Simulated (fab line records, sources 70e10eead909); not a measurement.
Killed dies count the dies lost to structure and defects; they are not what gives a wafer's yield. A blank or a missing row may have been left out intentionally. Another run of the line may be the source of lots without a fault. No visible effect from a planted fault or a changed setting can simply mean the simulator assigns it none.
Which tool is to blame? | flow nandHarc | 13 lots, 39 wafers sampled, at 5 steps of a route of 1302

## WHAT EACH GAUGE READ, for each wafer
NHARC_THIN_TSV_CD_MEAS_12 targets a cd of 1000 nm.
lot  | measured     | on       | cdNm (nm)
L820 | day 24 04:38 | cdSem-03 | 997.8 1001.0 1000.0
L821 | day 25 08:55 | cdSem-02 | 1006.4 1003.9 1002.8
L822 | day 25 11:17 | cdSem-01 | 1001.5 999.6 1001.7
L823 | day 25 10:09 | cdSem-02 | 997.0 997.3 997.9
L824 | day 25 12:33 | cdSem-03 | 1000.8 1002.1 1001.8
L826 | day 26 13:45 | cdSem-02 | 1002.0 999.5 1002.1
L827 | day 27 12:17 | cdSem-02 | 1000.3 1000.6 999.0
L828 | day 27 18:07 | cdSem-03 | 998.5 1001.5 1000.8
L829 | day 27 19:20 | cdSem-01 | 999.9 1000.0 1000.5
L830 | day 28 04:31 | cdSem-01 | 1000.8 1000.5 998.7
L831 | day 28 14:50 | cdSem-01 | 1000.9 1001.5 1002.1
L843 | day 33 17:37 | cdSem-02 | 998.6 999.4 999.6

NHARC_END_SORT_01.
lot  | measured     | on        | killedAtArray | killedAtOther | killedAtPeriphery | killedDies  | killedOpen | killedShort
L836 | day 31 13:25 | prober-01 | 60 91 72      | 0 1 0         | 617 585 605       | 677 677 677 | 4 3 4      | 4 4 2

## WHICH TOOL RAN EACH LOT (tool, then ch and the chambers of the sampled wafers, then the start)
lot  | NHARC_P_STI_HM_DEP_30       | NHARC_THIN_TSV_ETCH_15          | NHARC_THIN_TSV_DESCUM_35
L820 | lpcvd-02 ch 0, day 2 15:04  | rieSi-02 ch 0,1, day 24 05:27   | rieDiel-07 ch 0,1, day 24 10:34
L821 | lpcvd-01 ch 0, day 3 04:00  | rieSi-03 ch 0,1,2, day 25 09:44 | rieDiel-07 ch 0,1,3, day 25 15:04
L822 | lpcvd-01 ch 0, day 3 15:03  | rieSi-03 ch 0,1,3, day 25 12:15 | rieDiel-07 ch 0,2,3, day 25 17:42
L823 | lpcvd-01 ch 0, day 3 22:44  | rieSi-02 ch 2,3, day 25 11:05   | rieDiel-07 ch 1,2, day 25 16:15
L824 | lpcvd-01 ch 0, day 4 09:37  | rieSi-04 ch 1,3, day 25 13:31   | rieDiel-04 ch 2,3, day 25 18:57
L826 | lpcvd-01 ch 1, day 5 07:53  | rieSi-02 ch 0,1,3, day 26 14:34 | rieDiel-07 ch 0,2,3, day 26 19:46
L827 | lpcvd-01 ch 1, day 5 16:08  | rieSi-04 ch 0,2,3, day 27 13:07 | rieDiel-07 ch 0,1,3, day 27 18:25
L828 | lpcvd-02 ch 0, day 5 22:01  | rieSi-03 ch 0,1,3, day 27 18:57 | rieDiel-04 ch 0,1,2, day 28 00:21
L829 | lpcvd-01 ch 0, day 6 09:02  | rieSi-04 ch 0,2,3, day 27 20:10 | rieDiel-04 ch 0,2,3, day 28 01:27
L830 | lpcvd-02 ch 0, day 6 21:02  | rieSi-02 ch 0,1,3, day 28 05:20 | rieDiel-01 ch 0,2, day 28 10:35
L831 | lpcvd-01 ch 0, day 7 07:42  | rieSi-02 ch 0,1,3, day 28 15:41 | rieDiel-01 ch 1,2,3, day 28 20:52
L836 | lpcvd-01 ch 0, day 9 08:29  | -                               | -
L843 | lpcvd-01 ch 1, day 12 06:21 | rieSi-04 ch 0, day 33 18:37     | rieDiel-04 ch 0,1, day 34 00:04
- NHARC_P_STI_HM_DEP_30: deposits Si3N4, target thk 80 nm, time 873 s.
- NHARC_THIN_TSV_ETCH_15: target depth 3000 nm, bosch target overetch cycles 2, bosch etch step 2.8 s.
- NHARC_THIN_TSV_DESCUM_35: chemistry O2, time 3 s.

## WHAT THE TOOLS THEMSELVES READ (means of the sampled wafers that have a number; where no wafer has one, the mark that the record gives instead)
NHARC_THIN_TSV_ETCH_15.
lot  | tool     | drypumpMotorCurrentA (A)
L820 | rieSi-02 | 6.1
L821 | rieSi-03 | 5.8
L822 | rieSi-03 | 5.7
L823 | rieSi-02 | 6.2
L824 | rieSi-04 | 5.6
L826 | rieSi-02 | 5.9
L827 | rieSi-04 | 5.6
L828 | rieSi-03 | 5.8
L829 | rieSi-04 | 5.7
L830 | rieSi-02 | 5.9
L831 | rieSi-02 | 5.9
L843 | rieSi-04 | 5.2

NHARC_THIN_TSV_DESCUM_35.
lot  | tool       | drypumpMotorCurrentA (A) | o2FlowSccm (sccm) | oesProductAu (a.u.) | rfVppV (V) | showerheadPlenumPTorr (Torr) | throttleValvePct (%)
L820 | rieDiel-07 | 5.7                      | 200.8             | 1.000               | 57.4       | 1.89                         | 11.317
L821 | rieDiel-07 | 5.7                      | 199.9             | 1.006               | 57.3       | 1.88                         | 11.304
L822 | rieDiel-07 | 5.5                      | 200.6             | 0.999               | 57.8       | 1.83                         | 11.306
L823 | rieDiel-07 | 6.2                      | 200.0             | 0.998               | 58.5       | 2.01                         | 11.316
L824 | rieDiel-04 | 5.4                      | 200.2             | 0.999               | 57.3       | 1.83                         | 11.314
L826 | rieDiel-07 | 5.4                      | 200.1             | 0.995               | 57.2       | 1.83                         | 11.312
L827 | rieDiel-07 | 5.7                      | 199.6             | 1.003               | 58.0       | 1.88                         | 11.312
L828 | rieDiel-04 | 5.6                      | 199.7             | 0.996               | 58.4       | 1.88                         | 11.307
L829 | rieDiel-04 | 5.5                      | 200.0             | 1.013               | 58.0       | 1.89                         | 11.310
L830 | rieDiel-01 | 5.5                      | 200.2             | 0.994               | 57.4       | 1.85                         | 11.301
L831 | rieDiel-01 | 6.0                      | 200.5             | 0.989               | 57.7       | 1.94                         | 11.312
L843 | rieDiel-04 | 5.6                      | 200.3             | 1.000               | 57.7       | 1.87                         | 11.312

## THE ANSWER, worked out from the rows above alone
Rule: what is usual is taken from the lots themselves. Put in order of their means at a reading, lots are off if they are a third of the lots or fewer, leave a main group of 4 or more, and stand apart from it by a gap of 3 or more times the standard deviation of the main group's means; of several such gaps the widest counts. Not used: any main group whose means are identical at the precision the tables above print for the reading. A lot without any number at a reading at which 4 lots or more have one is off too. The other lots that the step has rows for count as sound. First the gauges in route order, then the tools' own readings, where a lot's mean is used as printed above. The first step at which some lot is off is used, and at that step the reading that is off furthest; a lot without a number counts as furthest.
Nothing can be told from this: no lot is off at any reading shown.

## WHAT THE SIMULATOR HAD PUT IN
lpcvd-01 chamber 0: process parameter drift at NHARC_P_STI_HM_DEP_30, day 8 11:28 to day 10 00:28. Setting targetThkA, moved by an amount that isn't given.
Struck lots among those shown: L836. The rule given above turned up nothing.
